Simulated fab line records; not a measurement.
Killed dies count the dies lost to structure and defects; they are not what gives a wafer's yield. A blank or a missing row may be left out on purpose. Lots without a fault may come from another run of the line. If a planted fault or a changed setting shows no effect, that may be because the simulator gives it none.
A struck lot beside a sound one	flow nandHarc	14 steps out of a route of 1302
Sound: these wafers, L577.1, L577.2, L577.5. Struck: wafers L594.1, L594.4, L594.6. The cause is named last.
For every step that has rows: the tool of each side, followed by ch and its chambers, followed by its first start. Under that, the readings that differ: sound wafers	struck wafers	difference of the means	sigmas: that difference in standard deviations of wafers without a fault.
alike: a reading whose means differ by less than 2 such deviations, as well as words and numbers matching on both sides. not compared: withheld readings; readings where some wafer has no value; bounds like >300 that might hide an equal value; numbers whose values overlap and for which the record gives no deviation.
A row with sigmas, a row that says differs or no value, or rows on one side alone: a step with any of these is where the two part. Non-overlapping numbers with no deviation appear without sigmas and do not part them. Lack of a reading on every wafer of one side parts them only where that side has two or more wafers.

first, 5 steps without rows for these wafers: NHARC_A_STAIRCASE_EXPOSE_214 (exposes mask STAIR 3); NHARC_A_STAIRCASE_PEB_215 (peb time 130 s); NHARC_A_STAIRCASE_DEVELOP_216 (time 140 s); NHARC_A_STAIRCASE_HARDBAKE_218 (time 140 s); NHARC_A_STAIRCASE_DESCUM_219 (chemistry O2, time 3 s).
NHARC_A_STAIRCASE_TRIM_220: chemistry O2, time 211.2 s.
  sound on rieDiel-07 ch 0,1,3, day 15 21:05; struck on rieDiel-08 ch 0,2,3, day 22 23:20
  alike: chamberPressureMTorr, drypumpMotorCurrentA, oesProductAu, rfVppV, showerheadPlenumPTorr, throttleValvePct
  not compared: rfHoursCounterH
NHARC_A_STAIRCASE_ETCH_221: etches the open film in C4F8/O2, target depth 100 nm, time 40.5 s.
  sound on rieDiel-07 ch 0,1,3; struck on rieDiel-08 ch 1,2,3
  alike: oesProductAu, rfVppV
  not compared: rfHoursCounterH
NHARC_A_STAIRCASE_TRIM_222: chemistry O2, time 211.2 s.
  sound on rieDiel-07 ch 0,1,2; struck on rieDiel-08 ch 0,2,3
  alike: chamberPressureMTorr, drypumpMotorCurrentA, oesProductAu, rfVppV, showerheadPlenumPTorr, throttleValvePct
  not compared: rfHoursCounterH
then, 1 step without rows for these wafers: NHARC_A_STAIRCASE_ETCH_223 (etches the open film in C4F8/O2, target depth 100 nm, time 40.5 s).
NHARC_A_STAIRCASE_TRIM_224: chemistry O2, time 211.2 s.
  sound on rieDiel-07 ch 1,2; struck on rieDiel-08 ch 0,1
  alike: chamberPressureMTorr, drypumpMotorCurrentA, oesProductAu, rfVppV, showerheadPlenumPTorr, throttleValvePct
  not compared: rfHoursCounterH
then, 1 step without rows for these wafers: NHARC_A_STAIRCASE_ETCH_225 (etches the open film in C4F8/O2, target depth 100 nm, time 40.5 s).
NHARC_A_STAIRCASE_TRIM_226: chemistry O2, time 211.2 s.
  sound on rieDiel-07 ch 1,2,3, day 15 21:46; struck on rieDiel-08 ch 1,2, day 23 00:12
  no value came back on the struck wafers for any of 8 readings (biasW (W), chamberPressureMTorr (mTorr) and others); on the sound wafers biasW (W) reads 0 0 0
  not compared: rfHoursCounterH
NHARC_A_STAIRCASE_ETCH_227: etches the open film in C4F8/O2, target depth 100 nm, time 40.5 s.
  sound on rieDiel-07 ch 2,3; struck on rieDiel-08 ch 0,1,3
  alike: oesProductAu, rfVppV
  not compared: rfHoursCounterH
-- record jumps: 8 days between struck wafers' starts before vs after; left off in module A_STAIRCASE, resumes in module END, first step shown is number 1302 of the route --
NHARC_END_SORT_01:
  sound on prober-02 ch 0, day 24 02:13; struck on prober-01 ch 0, day 31 02:30
reading	sound	struck	difference	sigmas
killedAtArray	92 102 79	674 673 673	+582	+28
killedDies	96 110 83	677 677 677	+581	+29
  alike: killedAtOther, killedAtPeriphery, killedOpen, killedShort

## WHERE THEY PART
At NHARC_A_STAIRCASE_TRIM_226 first; at NHARC_END_SORT_01 last (within this record only).

WHY: what had been put in by the simulator
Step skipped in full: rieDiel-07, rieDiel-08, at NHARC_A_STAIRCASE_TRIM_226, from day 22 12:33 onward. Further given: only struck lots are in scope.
